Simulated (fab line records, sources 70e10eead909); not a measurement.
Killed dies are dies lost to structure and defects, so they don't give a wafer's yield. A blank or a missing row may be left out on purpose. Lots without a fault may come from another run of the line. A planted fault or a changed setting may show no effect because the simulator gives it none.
Chamber matching | flow nand_harc | NHARC_P_CONTACT_DESCUM_17 on rie_diel-04: 4 sister chambers
The step chemistry O2, time 3 s. 24 wafers are shown with their chamber, then 12 later ones without.

WAFERS WITH THEIR CHAMBER
wafer  | chamber | drypump_motor_current_A (A) | oes_product_au (a.u.) | rf_vpp_V (V)
L074.1 | 3       | 5.6                         | 1.009                 | 56.9
L074.3 | 0       | 4.9                         | 1.005                 | 57.1
L074.5 | 1       | 5.1                         | 1.005                 | 56.9
L076.1 | 3       | 5.6                         | 1.003                 | 58.6
L076.4 | 2       | 6.5                         | 1.000                 | 58.2
L076.5 | 3       | 5.6                         | 0.992                 | 58.3
L076.2 | 1       | 5.0                         | 0.982                 | 56.5
L076.3 | 0       | 4.9                         | 1.006                 | 57.2
L076.6 | 2       | 6.5                         | 1.011                 | 58.7
L077.2 | 1       | 5.1                         | 0.995                 | 56.8
L077.4 | 2       | 6.5                         | 0.999                 | 57.7
L077.5 | 0       | 4.9                         | 0.998                 | 59.4
L078.2 | 2       | 6.5                         | 1.005                 | 59.1
L078.4 | 0       | 4.9                         | 1.006                 | 57.8
L078.6 | 2       | 6.5                         | 1.001                 | 59.3
L083.1 | 0       | 4.9                         | 1.000                 | 59.1
L083.2 | 3       | 5.6                         | 1.008                 | 58.4
L083.3 | 2       | 6.5                         | 0.999                 | 57.4
L085.1 | 3       | 5.6                         | 0.998                 | 57.4
L085.2 | 1       | 5.0                         | 0.987                 | 58.5
L085.5 | 0       | 4.9                         | 0.995                 | 59.3
L090.3 | 3       | 5.6                         | 1.004                 | 56.4
L090.5 | 0       | 4.9                         | 0.994                 | 55.8
L090.6 | 3       | 5.7                         | 1.000                 | 56.0

SIGNATURES (means of the wafers above)
reading                 | chamber 0 | chamber 1 | chamber 2 | chamber 3 | scatter within a chamber
drypump_motor_current_A | 4.900     | 5.050     | 6.500     | 5.614     | 0.0305
oes_product_au          | 1.00057   | 0.99225   | 1.00250   | 1.00200   | 0.00626
rf_vpp_V                | 57.957    | 57.175    | 58.400    | 57.429    | 1.07
Rule: a wafer's distance from a chamber is the root of the sum, over the readings, of the square of ((its reading less the chamber's mean) divided by the reading's scatter). The wafer belongs to the nearest chamber; if the next one is less than 2 further off, it can't be placed. The scatter: the root of (the sum of the squares of (reading less its chamber's mean) over the shown wafers, divided by (wafers less chambers)).

WAFERS WITHOUT THEIR CHAMBER
wafer  | drypump_motor_current_A (A) | oes_product_au (a.u.) | rf_vpp_V (V)
L092.2 | 6.5                         | 1.010                 | 57.5
L092.3 | 5.6                         | 1.008                 | 59.4
L092.6 | 6.5                         | 1.010                 | 58.4
L095.2 | 5.1                         | 0.993                 | 58.4
L095.4 | 4.9                         | 0.992                 | 58.7
L095.6 | 6.5                         | 0.991                 | 59.3
L096.3 | 6.5                         | 1.010                 | 58.3
L096.4 | 4.9                         | 0.996                 | 59.2
L096.6 | 5.6                         | 1.010                 | 56.7
L097.2 | 6.5                         | 0.992                 | 58.5
L097.3 | 5.6                         | 1.006                 | 56.3
L097.5 | 5.1                         | 0.999                 | 58.7

WHICH CHAMBER EACH WENT THROUGH
wafer  | from the rows above | in truth
L092.2 | 2                   | 2
L092.3 | 3                   | 3
L092.6 | 2                   | 2
L095.2 | 1                   | 1
L095.4 | 0                   | 0
L095.6 | 2                   | 2
L096.3 | 2                   | 2
L096.4 | 0                   | 0
L096.6 | 3                   | 3
L097.2 | 2                   | 2
L097.3 | 3                   | 3
L097.5 | 1                   | 1
Placed correctly: 12 of 12. Can't be placed from these rows: 0. Placed wrongly: 0.
